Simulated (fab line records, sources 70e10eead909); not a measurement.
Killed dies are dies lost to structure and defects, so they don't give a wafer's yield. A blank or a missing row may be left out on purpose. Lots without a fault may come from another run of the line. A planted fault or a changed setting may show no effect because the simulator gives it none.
Chamber matching | flow nand_harc | NHARC_A_SGD_CUT_ETCHBACK_24 on rie_diel-11: 4 sister chambers
The step etches the open film in CH3F/O2, target depth 50 nm, time 92.857 s. 4 wafers are shown with their chamber, then 10 later ones without.

WAFERS WITH THEIR CHAMBER
wafer  | chamber | drypump_motor_current_A (A)
L086.4 | 2       | 5.19
L086.5 | 3       | 5.43
L090.1 | 0       | 5.67
L090.4 | 1       | 5.87

WAFERS WITHOUT THEIR CHAMBER
wafer  | drypump_motor_current_A (A)
L090.6 | 5.41
L092.2 | 5.46
L092.4 | 5.68
L092.5 | 5.68
L095.1 | 5.67
L095.3 | 5.20
L095.6 | 5.90
L096.1 | 5.38
L096.4 | 5.16
L096.6 | 5.16

WHICH CHAMBER EACH WENT THROUGH
wafer  | from the rows above | in truth
L090.6 | 3                   | 3
L092.2 | 3                   | 3
L092.4 | 0                   | 0
L092.5 | 0                   | 0
L095.1 | 0                   | 0
L095.3 | 2                   | 2
L095.6 | 1                   | 1
L096.1 | 3                   | 3
L096.4 | 2                   | 2
L096.6 | 2                   | 2
Placed correctly: 10 of 10. Can't be placed from these rows: 0. Placed wrongly: 0.
How it was worked out, from the rows above alone: a wafer's distance from a chamber is the root of the sum, over the readings, of the square of ((its reading less the chamber's mean) divided by the reading's scatter). The wafer belongs to the nearest chamber; if the next one is less than 2 further off, it can't be placed. A chamber's mean is the mean of its shown wafers. The scatter: with one shown wafer a chamber, the root of the mean of the squares of how far each hidden wafer lies from its nearest shown one.
